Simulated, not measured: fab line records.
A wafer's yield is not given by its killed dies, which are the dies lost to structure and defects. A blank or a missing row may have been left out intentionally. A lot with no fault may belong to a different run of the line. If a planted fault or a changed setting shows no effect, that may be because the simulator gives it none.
fab line records | flow nand-harc
record lots=6 wafers=18 last-day=32
route steps=1302 shown A_WL_FILL@971 A_CONTACT@983 END@1302
lots that met no fault: taken from a fault-free run of the same line
start-h: hours from the record's first day to the start of the lot's first wafer shown | wait-h: how many hours have passed since the lot's step before this one | " repeats the value in the row above | L1.1+2: several wafers, shown together as one row | - no value, or no start was given | * or withheld: withheld | < > ~ a bound
route shown NAME@n: a module of which the file shows steps, and the number in the route of the first | usual: average and standard deviation across the fault-free wafers | same: alike in all rows | chamber/n: place in a boat | sites: each site's reading | _std_site: standard deviation of those values | _edge_site: mean of outer sites minus mean of inner sites | radius-mm: how far each site lies from the wafer's centre | mask NAME#n: copy n | behind: tool/chamber where the wafer was last shaped | hold: reason for holding the lot/hours on hold/outcome of the hold | device: which transistor (n, p or np) failed to switch | end of line: at the end of the route, the tests of the same wafers | a step without rows: its recipe alone | killed: not the wafer's yield, but the dies lost to structure and defects at the first sort | map: dies across one wafer; x = killed, . = not, _ = none there
set.NAME: the setting that was run; set.NAME@STEP: the one run at that earlier step | model.NAME: the simulator's own value behind a step, which no gauge read
a table for each step, a row for each wafer; lots at some steps of the route
services: from which hour (start-h, from the record's first day; less than 0 if before it) a tool's chamber was out of use, for how many hours, and why
## steps
# step NHARC_A_WL_FILL_CVD_23
# recipe target-thk-a=400 temp-c=620 pressure-mtorr=200 time-s=800 material=poly-Si
# step NHARC_A_WL_FILL_ETCHBACK_26
# recipe target-depth-a=520 time-s=13.3 hbr-flow-sccm=150 rf-w=350 icp-w=350 bias-w=60 chemistry=HBr
# usual chamber-pressure-mTorr=14.998/0.015 drypump-motor-current-A=6.0/0.47 hbr-flow-sccm=149.9/0.45 oes-product-au=0.998/0.0072 throttle-valve-pct=23.266/0.0088
# columns lot.wafer tool chamber start-h wait-h chamber-pressure-mTorr drypump-motor-current-A hbr-flow-sccm oes-product-au rf-hours-counter-h throttle-valve-pct
L992.4 rie-si-02 2 490.75 0.4 14.960 6.2 150.3 0.991 0.12 23.249
L992.2 " 3 " " 15.003 5.9 149.8 1.007 0.14 23.276
L992.3 " 0 " " 14.995 6.3 150.0 1.005 0.18 23.262
L995.2 rie-si-02 3 528.62 0.4 15.004 6.0 148.8 0.994 0.31 23.264
L995.4 " 0 " " 14.997 6.3 150.0 0.991 0.36 23.259
L995.3 " 1 " " 14.991 4.9 149.4 0.989 0.45 23.263
L999.2 rie-si-01 0 545.33 0.4 15.009 6.7 150.6 1.008 1.17 23.267
L999.6 " 1 " " 14.998 5.6 150.0 1.001 - 23.262
L999.5 " 2 " " 15.004 6.1 150.0 0.997 - 23.272
L100.4 rie-si-02 0 548.96 0.4 15.005 6.2 149.9 0.999 0.50 23.272
L100.5 " 3 " " 14.986 5.9 150.6 0.994 - 23.260
L100.6 " 0 " " 14.990 6.3 150.1 0.993 - 23.252
L111.1 rie-si-01 1 665.71 0.4 14.980 5.7 150.0 0.996 0.61 23.266
L111.5 " 0 " " 14.971 6.7 150.3 0.999 - 23.259
L111.6 " 1 " " 15.002 5.7 149.8 1.009 - 23.280
L109.2 rie-si-02 3 672.57 0.4 15.012 6.0 149.2 0.992 0.17 23.271
L109.5 " 2 " " 14.996 6.2 150.5 0.989 - 23.273
L109.6 " 3 " " 14.997 6.0 149.1 0.986 - 23.271
# step NHARC_A_WL_FILL_PRECLEAN_30
# recipe time-s=10 chemistry=dHF
# step NHARC_A_WL_FILL_SRD_14
# step NHARC_A_WL_FILL_ALD_19
# recipe target-thk-a=20 pulse-time-s=3 ald-cycles=100 temp-c=450 material=TiN
# usual heater-power-outer-w=671/86 heater-power-w=1035/120 precursor-pulse-height-rel=1.001/0.021
# same pulse-time-s=3
# columns lot.wafer tool chamber start-h wait-h heater-power-outer-w heater-power-w precursor-pulse-height-rel
L992.2 ald-metal-04 0 491.01 0.1 664 998 0.999
L992.4 " 1 " " 775 1180 0.964
L992.3 " 3 " " 601 1011 0.991
L995.3 ald-metal-03 1 528.87 0.1 510 810 1.023
L995.2 " 2 " " 700 1083 0.987
L995.4 " 0 " " 715 1027 0.998
L999.2 ald-metal-03 0 545.56 0.1 688 999 0.990
L999.6 " 0 " " 719 998 0.977
L999.5 " 1 " " 499 806 1.007
L100.4 ald-metal-04 0 549.25 0.1 651 974 0.997
L100.5 " 2 " " 792 1277 0.953
L100.6 " 3 " " 613 1011 1.009
L111.1 ald-metal-04 1 665.96 0.1 782 1199 0.985
L111.5 " 1 " " 790 1219 1.001
L111.6 " 2 " " 806 1315 0.986
L109.2 ald-metal-04 0 672.82 0.1 670 1005 1.038
L109.5 " 0 " " 690 997 0.959
L109.6 " 1 " " 766 1243 0.964
# step NHARC_A_WL_FILL_CVD_20
# recipe target-thk-a=1000 temp-c=400 pressure-torr=40 wf6-flow-sccm=40 h2-flow-sccm=1600 ar-flow-sccm=1560 time-s=74 material=W
# usual heater-power-outer-w=554/71 heater-power-w=909/130 mfc-wf6-sccm=40.01/0.13 throttle-valve-pct=8.0/0.31
# columns lot.wafer tool chamber start-h wait-h heater-power-outer-w heater-power-w mfc-wf6-sccm throttle-valve-pct
L992.2 cvd-w-01 1 - - 580 930 39.97 7.8
L992.4 " 0 " " 653 1054 40.06 7.8
L992.3 " 1 " " 584 909 39.90 7.9
L995.2 cvd-w-02 0 - - 502 807 39.80 7.3
L995.3 " 1 " " 489 806 39.92 8.5
L995.4 " 0 " " 486 771 39.93 7.8
L999.2 cvd-w-02 0 - - 494 818 40.04 7.5
L999.6 " 1 " " 494 806 40.24 8.2
L999.5 " 0 " " 490 801 39.89 8.0
L100.4 cvd-w-02 1 - - 496 797 39.83 8.7
L100.6 " 1 " " 487 826 39.80 8.6
L100.5 " 0 " " 499 811 40.02 7.6
L111.1 cvd-w-02 1 - - 486 780 40.18 8.4
L111.6 " 1 " " 492 802 40.15 8.3
L111.5 " 0 " " 483 759 40.02 7.8
L109.2 cvd-w-02 0 - - 486 774 40.24 7.7
L109.6 " 1 " " 500 793 40.01 8.4
L109.5 " 0 " " 485 762 40.12 7.9
# step NHARC_A_WL_FILL_CMP_12
# recipe t-overpolish-s=30 target-thk-nm=100
# usual motor-current-A=12.3/1 overpolish-run-s=30.001/0.008 time-to-endpoint-s=19.1/2.4
# columns lot.wafer tool chamber start-h wait-h motor-current-A overpolish-run-s time-to-endpoint-s
L992.2 cmp-04 3 491.38 0.1 11.9 30.002 20.5
L992.3 " 1 " " 11.8 30.009 23.4
L992.4 " 2 " " 13.3 29.992 22.0
L995.3 cmp-04 2 529.27 0.1 13.7 30.005 20.1
L995.2 " 3 " " 12.2 29.988 21.6
L995.4 " 1 " " 11.4 30.005 18.6
L999.2 cmp-02 2 545.99 0.2 13.1 30.011 18.3
L999.5 " 0 " " 13.8 30.000 19.4
L999.6 " 1 " " 11.8 29.990 20.4
L100.4 cmp-04 3 549.64 0.2 12.1 29.988 20.6
L100.6 " 1 " " 11.9 30.007 20.6
L100.5 " 2 " " 13.0 29.999 21.4
L111.1 cmp-04 0 666.39 0.2 11.2 29.991 18.2
L111.5 " 2 " " 13.6 30.011 18.6
L111.6 " 3 " " 11.6 29.998 21.8
L109.2 cmp-02 3 673.23 0.2 10.6 30.014 19.4
L109.5 " 2 " " 12.5 30.007 16.6
L109.6 " 3 " " 11.0 30.005 20.3
# step NHARC_A_WL_FILL_SRD_31
# step NHARC_A_WL_FILL_INSPECT_15
# usual raw-defect-count=489/98
# columns lot.wafer tool chamber start-h wait-h raw-defect-count
L992.2 defect-inspect-02 - 491.87 0.0 393
L992.3 " - " " 373
L992.4 " - " " 377
L995.2 defect-inspect-02 - 529.76 0.0 595
L995.3 " - " " 561
L995.4 " - " " 457
L999.2 defect-inspect-02 - 546.43 0.0 490
L999.5 " - " " 459
L999.6 " - " " 444
L100.4 defect-inspect-01 - 550.08 0.0 541
L100.5 " - " " 466
L100.6 " - " " 612
L111.1 defect-inspect-01 - 666.81 0.0 442
L111.5 " - " " 520
L111.6 " - " " 425
L109.2 defect-inspect-02 - 673.67 0.0 423
L109.5 " - " " 506
L109.6 " - " " 481
# step NHARC_A_CONTACT_DEP_24
# recipe target-thk-a=5000 temp-c=400 pressure-torr=6.5 rf-w=900 teos-flow-sccm=161.4 flow-sccm=2650 target-thk-nm=500 gas=O2 material=SiO2
# usual heater-power-outer-w=308/52 heater-power-w=552/71 rf-fwd-power-W=898.4/2.6 throttle-valve-pct=16.0/0.66
# columns lot.wafer tool chamber start-h wait-h heater-power-outer-w heater-power-w rf-fwd-power-W throttle-valve-pct
L992.3 pecvd-04 0 491.94 0.1 334 612 897.6 15.7
L992.2 " 1 " " 337 578 899.4 15.0
L992.4 " 1 " " 360 611 896.4 14.9
L995.2 pecvd-04 2 529.89 0.1 252 523 899.6 16.7
L995.3 " 0 " " 315 589 898.2 16.2
L995.4 " 0 " " 342 625 899.5 16.0
L999.2 pecvd-04 0 546.56 0.1 344 614 1007.8 16.1
L999.6 " 2 " " 272 551 1005.9 16.6
L999.5 " 1 " " 358 621 1004.3 15.6
L100.4 pecvd-04 1 550.33 0.3 347 569 1004.5 15.2
L100.5 " 2 " " 296 561 1005.1 16.5
L100.6 " 0 " " 289 557 1007.7 15.9
L111.1 pecvd-02 2 666.88 0.1 282 552 901.5 16.5
L111.6 " 2 " " 301 568 896.6 16.4
L111.5 " 1 " " 287 546 902.5 15.8
L109.2 pecvd-04 1 673.86 0.2 417 663 896.9 14.6
L109.6 " 0 " " 339 627 894.6 15.5
L109.5 " 1 " " 300 529 898.3 14.7
# step NHARC_END_SORT_01
# recipe temp-c=25
# usual killed-at-array=54/16 killed-at-other=0.6/0.86 killed-at-periphery=3.8/2.6 killed-dies=58/16 killed-open=3.3/1.8 killed-short=2.7/1.7
# same gross-dies=677
# columns lot.wafer tool chamber start-h wait-h killed-at-array killed-at-other killed-at-periphery killed-dies killed-open killed-short
L999.2 prober-02 0 628.42 2.8 64 1 5 70 3 5
L999.5 prober-02 0 630.85 3.7 62 2 2 66 3 3
L999.6 prober-02 0 631.66 4.0 72 1 4 77 2 3
L109.2 prober-01 0 755.50 2.8 30 1 5 36 7 8
L109.5 prober-01 0 757.88 3.7 35 0 1 36 3 7
L109.6 prober-01 0 758.67 4.0 30 5 1 36 2 1
# killed by level:class
L999.2 A_CHANNEL_HOLE_D1:chamber-film-flake=27 A_CHANNEL_HOLE_D2:chamber-film-flake=25 A_DECK1_JOINT:chamber-film-flake=2 A_CONTACT:chamber-film-flake=2 P_GATE:geometric-particle:open=1 P_CONTACT:geometric-particle:short=1 P_M0:geometric-particle:short=1 A_ONON_D1:geometric-particle:open=1
L999.5 A_CHANNEL_HOLE_D1:chamber-film-flake=29 A_CHANNEL_HOLE_D2:chamber-film-flake=25 A_WL_FILL:chamber-film-flake=2 THIN_TSV:chamber-film-flake=2 P_CONTACT:geometric-particle:open=1 P_M0:geometric-particle:short=1 A_ONON_D1:geometric-particle:open=1 A_ONON_D1:geometric-particle:short=1
L999.6 A_CHANNEL_HOLE_D1:chamber-film-flake=33 A_CHANNEL_HOLE_D2:chamber-film-flake=29 P_M2:chamber-film-flake=2 A_CHANNEL_FILL_D2:chamber-film-flake=2 A_WL_FILL:chamber-film-flake=2 P_CONTACT:geometric-particle:short=1 A_SOURCE_PLATE:geometric-particle:short=1 A_ONON_D2:geometric-particle:short=1
L109.2 A_CHANNEL_HOLE_D1:chamber-film-flake=10 A_SLIT:chamber-film-flake=6 A_M0:geometric-particle:open=3 P_CONTACT:geometric-particle:open=2 A_ONON_D1:geometric-particle:short=2 A_WL_FILL:geometric-particle:short=2 P_ZERO_WELL:geometric-particle:short=1 P_GATE:geometric-particle:open=1
L109.5 A_SLIT:chamber-film-flake=9 A_CHANNEL_HOLE_D1:chamber-film-flake=8 A_CONTACT:chamber-film-flake=6 A_M0:geometric-particle:short=2 A_WL_FILL:chamber-film-flake=2 P_CONTACT:geometric-particle:open=1 A_CHANNEL_HOLE_D1:geometric-particle:open=1 A_CHANNEL_HOLE_D1:geometric-particle:short=1
L109.6 A_CHANNEL_HOLE_D1:chamber-film-flake=9 A_SLIT:chamber-film-flake=8 THIN_TSV:chamber-film-flake=5 A_WL_FILL:chamber-film-flake=3 A_CONTACT:chamber-film-flake=3 A_ONON_D1:geometric-particle:open=1 A_CHANNEL_HOLE_D1:geometric-particle:open=1 A_WL_FILL:geometric-particle:short=1
## services
# columns tool chamber start-h hours kind
ald-metal-03 3 472.36 19.2 repair
ald-metal-04 - 474.00 10.0 pm
rie-si-02 1 477.90 2.2 repair
pecvd-04 0 495.91 13.2 repair
rie-si-01 1 501.43 17.7 repair
cmp-04 - 503.00 4.0 pm
ald-metal-03 0 511.56 2.6 repair
pecvd-04 2 517.87 4.0 repair
cmp-02 - 518.57 2.6 repair
ald-metal-03 - 521.87 0.5 repair
rie-si-02 1 557.14 15.0 repair
rie-si-02 0 559.64 5.3 repair
cmp-04 - 560.48 2.8 repair
cmp-04 - 583.31 3.7 repair
cmp-04 - 601.00 4.0 pm
rie-si-02 1 616.98 5.9 repair
cvd-w-02 0 624.32 3.1 repair
cvd-w-02 - 631.00 13.0 pm
pecvd-04 - 631.00 13.0 pm
rie-si-02 - 631.00 9.0 pm
ald-metal-04 1 651.98 4.8 repair
ald-metal-04 - 652.00 10.0 pm
cvd-w-02 0 652.54 12.4 repair
rie-si-02 2 658.44 1.0 repair
## key
first-sign step=NHARC_A_CONTACT_DEP_24 reading=rf-fwd-power-W direction=up sigmas=41 usual=* struck=*
effect none on later readings
met-at NHARC_A_CONTACT_DEP_24
struck-wafers L999.2,L999.5,L999.6,L100.4,L100.5,L100.6
tester-left-out L999,L100
onset-between 529.89 546.56
fault kind=process-parameter-drift tool=pecvd-04 chamber=- onset-h=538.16 steps=NHARC_A_CONTACT_DEP_24 channel=rf-w offset=* shape=step end-h=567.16 acts-in=* stated=*
# tester-left-out: of these lots the tester's yield and bins aren't shown, on N5 and GAA mostly nor the transistor test; their killed dies are dies lost to structure and defects alone, not to doping, threshold or leakage, so they don't give the yield
